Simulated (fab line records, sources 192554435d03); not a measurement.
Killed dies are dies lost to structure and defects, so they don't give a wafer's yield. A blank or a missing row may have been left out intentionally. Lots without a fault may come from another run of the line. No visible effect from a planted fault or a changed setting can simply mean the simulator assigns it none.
Split-lot trial | flow n5_finfet | on a route of 1938 steps: 7 lots, 21 wafers read

== ON THE SPLIT ==
At N5_HKMG_FIN_ETCH_31 (etches SiARC in CF4, target depth 45.5 nm, time 75.8 s), the setting bias_w was moved away from the recipe's 36 W on 7 of the 21 wafers read, by -16.1% to +15.7%. For the rest of the wafers, this setting stayed at what the recipe calls for.

The reading is taken at the split's own step.

== THE READING ==
rf_vpp_V, in V, at N5_HKMG_FIN_ETCH_31 (etches SiARC in CF4, target depth 45.5 nm, time 75.8 s). Fault-free wafers of this fab line usually give 184.8 V, standard deviation 1.1 V.

wafer  | tool, chamber at the split | bias_w as run, W | against the recipe | rf_vpp_V, V | against lot-mates on the recipe
L079.3 | rie_diel-04, 1             | 38.59            | +7.2%              | 194.1       | +9.9
L079.4 | rie_diel-04, 3             | 36               | recipe             | 183.3       | -
L079.6 | rie_diel-04, 1             | 36               | recipe             | 185.1       | -
L081.1 | rie_diel-05, 0             | 36               | recipe             | 186.2       | -
L081.2 | rie_diel-05, 2             | 30.22            | -16.1%             | 163.8       | -21.8
L081.4 | rie_diel-05, 1             | 36               | recipe             | 184.9       | -
L088.1 | rie_diel-04, 1             | 38.06            | +5.7%              | 192.9       | +8.2
L088.3 | rie_diel-04, 2             | 36               | recipe             | 185.5       | -
L088.4 | rie_diel-04, 0             | 36               | recipe             | 183.9       | -
L091.2 | rie_diel-06, 3             | 36               | recipe             | 183.9       | -
L091.3 | rie_diel-06, 0             | 36               | recipe             | 185.2       | -
L091.5 | rie_diel-06, 0             | 36               | recipe             | 185.4       | -
L094.3 | rie_diel-04, 1             | 36               | recipe             | 184.5       | -
L094.4 | rie_diel-04, 0             | 39.61            | +10.0%             | 194.2       | +9.7
L094.6 | rie_diel-04, 2             | 39.61            | +10.0%             | 199.5       | +15.0
L095.2 | rie_diel-04, 2             | 36               | recipe             | 186.2       | -
L095.3 | rie_diel-04, 3             | 41.64            | +15.7%             | 203.5       | +17.3
L095.6 | rie_diel-04, 2             | 41.64            | +15.7%             | 204.9       | +18.7
L096.3 | rie_diel-04, 2             | 36               | recipe             | 185.4       | -
L096.4 | rie_diel-04, 1             | 36               | recipe             | 183.1       | -
L096.6 | rie_diel-04, 1             | 36               | recipe             | 184.5       | -

FIT RESULTS
A straight line over all 21 wafers: rf_vpp_V changes by +1.26 V for each +1% of bias_w; r = +0.99; the points scatter about the line by 1.2 V.
The same after taking each lot's own level away (the mean of its wafers on the recipe; 21 wafers): +1.24 V for each +1%; r = +0.99; scatter 1.3 V.
According to that fit, moving bias_w by its largest amount changes the reading by 20 V.
Across the lots, their own levels run from 184.20 to 186.20 V, a range of 1.8 times the standard deviation given above.
Hence the lot-to-lot level has little effect on the slope; both slopes agree.
Check: for one of the wafers moved furthest among these (-16.1%), held out of the fit, the line's prediction against its lot-mates is -18.9 V. Against them it came out at -21.8 V.
Tool readings at the split's step, against how far the setting was moved: rf_vpp_V r = +0.99.

== THESE WAFERS: OTHER SPLITS ==
Other splits were also applied to these wafers ahead of the reading. Each is held against what the fit with the lots' levels taken away leaves over:
other split on the same wafers       | wafers away from the commonest value | r with rf_vpp_V (lot level and that fit taken away)
N5_SD_EPI_P_EPI_21 epi_growth_time_s | 5                                    | +0.11
N5_SD_ACTIVATION_LSA_01 temp_c       | 8                                    | +0.06

== FILE'S OWN FIT ==
rf_vpp_V changes by +1.27 V for each +1% of bias_w, r = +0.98.
